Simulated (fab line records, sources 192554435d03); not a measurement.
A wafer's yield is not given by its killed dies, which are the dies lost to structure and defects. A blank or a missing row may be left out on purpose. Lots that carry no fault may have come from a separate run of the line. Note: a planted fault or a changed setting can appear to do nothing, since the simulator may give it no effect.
Chamber matching / flow n5 finfet / N5_BEOL_M1_DESCUM_16 on rie diel-03: 4 sister chambers
The step chemistry O2, time 7 s. 8 wafers are shown with their chamber, then 11 later ones without.

EACH WAFER AND ITS CHAMBER
wafer=L076.2; chamber=2; showerhead plenum p Torr (Torr)=2.06; drypump motor current A (A)=5.8
wafer=L080.4; chamber=2; showerhead plenum p Torr (Torr)=2.06; drypump motor current A (A)=5.9
wafer=L083.3; chamber=3; showerhead plenum p Torr (Torr)=2.00; drypump motor current A (A)=5.2
wafer=L083.4; chamber=1; showerhead plenum p Torr (Torr)=2.05; drypump motor current A (A)=5.1
wafer=L084.1; chamber=3; showerhead plenum p Torr (Torr)=2.00; drypump motor current A (A)=5.2
wafer=L084.2; chamber=1; showerhead plenum p Torr (Torr)=2.05; drypump motor current A (A)=5.1
wafer=L084.3; chamber=0; showerhead plenum p Torr (Torr)=2.19; drypump motor current A (A)=5.4
wafer=L091.1; chamber=0; showerhead plenum p Torr (Torr)=2.18; drypump motor current A (A)=5.4

WAFERS WITH NO CHAMBER GIVEN
wafer=L091.3; showerhead plenum p Torr (Torr)=1.99; drypump motor current A (A)=5.2
wafer=L091.6; showerhead plenum p Torr (Torr)=2.05; drypump motor current A (A)=5.1
wafer=L092.1; showerhead plenum p Torr (Torr)=2.04; drypump motor current A (A)=5.1
wafer=L092.4; showerhead plenum p Torr (Torr)=1.99; drypump motor current A (A)=5.2
wafer=L092.6; showerhead plenum p Torr (Torr)=2.05; drypump motor current A (A)=5.8
wafer=L094.1; showerhead plenum p Torr (Torr)=2.04; drypump motor current A (A)=5.1
wafer=L094.2; showerhead plenum p Torr (Torr)=2.05; drypump motor current A (A)=5.9
wafer=L094.5; showerhead plenum p Torr (Torr)=1.99; drypump motor current A (A)=5.2
wafer=L097.1; showerhead plenum p Torr (Torr)=2.05; drypump motor current A (A)=5.9
wafer=L097.3; showerhead plenum p Torr (Torr)=2.18; drypump motor current A (A)=5.4
wafer=L097.5; showerhead plenum p Torr (Torr)=2.05; drypump motor current A (A)=5.9

WHICH CHAMBER EACH ONE RAN IN
wafer=L091.3; from the rows above=3; in truth=3
wafer=L091.6; from the rows above=1; in truth=1
wafer=L092.1; from the rows above=1; in truth=1
wafer=L092.4; from the rows above=3; in truth=3
wafer=L092.6; from the rows above=2; in truth=2
wafer=L094.1; from the rows above=1; in truth=1
wafer=L094.2; from the rows above=2; in truth=2
wafer=L094.5; from the rows above=3; in truth=3
wafer=L097.1; from the rows above=2; in truth=2
wafer=L097.3; from the rows above=0; in truth=0
wafer=L097.5; from the rows above=2; in truth=2
Correctly placed: 11 of 11. Number that these rows cannot place: 0. Wrongly placed: 0.
How it was worked out, from the rows above alone: a wafer's distance from a chamber is the root of the sum, over the readings, of the square of ((its reading less the chamber's mean) divided by the reading's scatter). If the next closest chamber is less than 2 further off than the closest, the wafer can't be placed; otherwise it belongs to the closest. Each chamber's mean is taken over the wafers shown for it. The scatter: the root of (the sum of the squares of (reading less its chamber's mean) over the shown wafers, divided by (wafers less chambers)).
